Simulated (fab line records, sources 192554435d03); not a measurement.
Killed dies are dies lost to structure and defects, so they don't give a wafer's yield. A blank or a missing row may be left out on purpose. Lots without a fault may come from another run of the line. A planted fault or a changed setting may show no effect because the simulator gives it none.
Split-lot experiment | flow n5_finfet | 7 lots, 21 wafers read, on a route of 1938 steps

THE SPLIT
At N5_BEOL_M7_ILD_DEP_00 (deposits SiCOH lowk from DEMS/porogen, target thk 179.75 nm, time 33.4 s), the setting time_s was moved away from the recipe's 33.4 s on 6 of the 21 wafers read, by -14.1% to +13.7%. The other wafers ran this setting at the recipe's value.

FROM THE SPLIT TO THE READING: what the file shows between them, 1 step
- N5_BEOL_M7_CURE_74: cures SiCOH lowk, time 240 s

THE READING
M7_ILD_THK, in nm, at N5_BEOL_M7_THK_MEAS_01. Fault-free wafers of this fab line usually give 155.7 nm, standard deviation 2.2 nm.

wafer  | tool, chamber at the split | time_s as run, s | against the recipe | M7_ILD_THK, nm | against lot-mates on the recipe
L077.2 | pecvd-04, 0                | 33.4             | recipe             | 153.8          | -
L077.4 | pecvd-04, 1                | 33.4             | recipe             | 156.1          | -
L077.5 | pecvd-04, 0                | 33.4             | recipe             | 156.5          | -
L076.1 | pecvd-03, 1                | 33.4             | recipe             | 154.1          | -
L076.2 | pecvd-03, 0                | 33.4             | recipe             | 156.3          | -
L076.6 | pecvd-03, 1                | 33.4             | recipe             | 156.5          | -
L081.4 | pecvd-03, 1                | 33.4             | recipe             | 156.3          | -
L081.5 | pecvd-03, 0                | 33.4             | recipe             | 157.8          | -
L081.6 | pecvd-03, 1                | 37.73            | +13.0%             | 177.3          | +20.2
L080.2 | pecvd-02, 1                | 33.4             | recipe             | 153.3          | -
L080.5 | pecvd-02, 0                | 33.4             | recipe             | 153.6          | -
L080.6 | pecvd-02, 1                | 37.97            | +13.7%             | 175.7          | +22.2
L084.1 | pecvd-02, 0                | 28.68            | -14.1%             | 132.8          | -22.7
L084.4 | pecvd-02, 1                | 33.4             | recipe             | 155.5          | -
L084.5 | pecvd-02, 2                | 28.68            | -14.1%             | 134.9          | -20.6
L085.2 | pecvd-04, 2                | 33.4             | recipe             | 155.2          | -
L085.3 | pecvd-04, 0                | 33.4             | recipe             | 157.9          | -
L085.5 | pecvd-04, 2                | 33.4             | recipe             | 156.9          | -
L095.1 | pecvd-03, 2                | 34.97            | +4.7%              | 161.4          | +8.9
L095.2 | pecvd-03, 1                | 33.4             | recipe             | 152.5          | -
L095.5 | pecvd-03, 1                | 34.97            | +4.7%              | 165.0          | +12.5

THE FIT
A straight line over all 21 wafers: M7_ILD_THK changes by +1.56 nm for each +1% of time_s; r = +0.99; the points scatter about the line by 1.7 nm.
The same after taking each lot's own level away (the mean of its wafers on the recipe; 21 wafers): +1.6 nm for each +1%; r = +0.99; scatter 1.5 nm.
On that fit, the largest move of time_s shifts the reading by 23 nm.
The lots' own levels span 152.50 to 157.05 nm, that is 2.1 times the standard deviation above.
So the lot-to-lot level changes the slope little: the two slopes agree.
Check: with one of the wafers moved furthest among these (-14.1%) left out of the fit, the line predicts -22 nm for it against its lot-mates. It came out at -22.7 nm against them.

OTHER SPLITS ON THESE WAFERS
These wafers also went through other splits before the reading. Each is held against what the fit with the lots' levels taken away leaves over:
other split on the same wafers   | wafers away from the commonest value | r with M7_ILD_THK (lot level and that fit taken away)
N5_BEOL_M3_COAT_22 spin_rpm      | 3                                    | +0.13
N5_BEOL_M4_ILD_DEP_00 time_s     | 5                                    | -0.18
N5_BEOL_M5_COAT_66 spin_rpm      | 6                                    | +0.08
N5_BEOL_M5_COAT_74 temp_c        | 7                                    | -0.26
N5_BEOL_M5_TRENCH_ETCH_37 time_s | 7                                    | -0.29
N5_BEOL_M5_ETCH_41 source_w      | 8                                    | -0.20

THE WHOLE CHAIN: every reading that the file lists as answering this split, in the file's order
step                   | what it does                                                             | reading                                                                                  | change (the file's fit)              | r (the file's)
N5_BEOL_M7_ILD_DEP_00  | deposits SiCOH lowk from DEMS/porogen, target thk 179.75 nm, time 33.4 s | SiCOH_lowk_of_BEOL_M7_ILD_DEP_00.thk_nm (the simulator's own value, which no gauge read) | +1.83 nm for each +1% of the setting | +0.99
N5_BEOL_M7_CURE_74     | cures SiCOH lowk, time 240 s                                             | SiCOH_lowk_of_BEOL_M7_ILD_DEP_00.thk_nm (the simulator's own value, which no gauge read) | +1.59 nm for each +1% of the setting | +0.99
N5_BEOL_M7_THK_MEAS_01 |                                                                          | M7_ILD_THK                                                                               | +1.6 for each +1% of the setting     | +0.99

THE FILE'S OWN FIT
M7_ILD_THK changes by +1.6 nm for each +1% of time_s, r = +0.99.
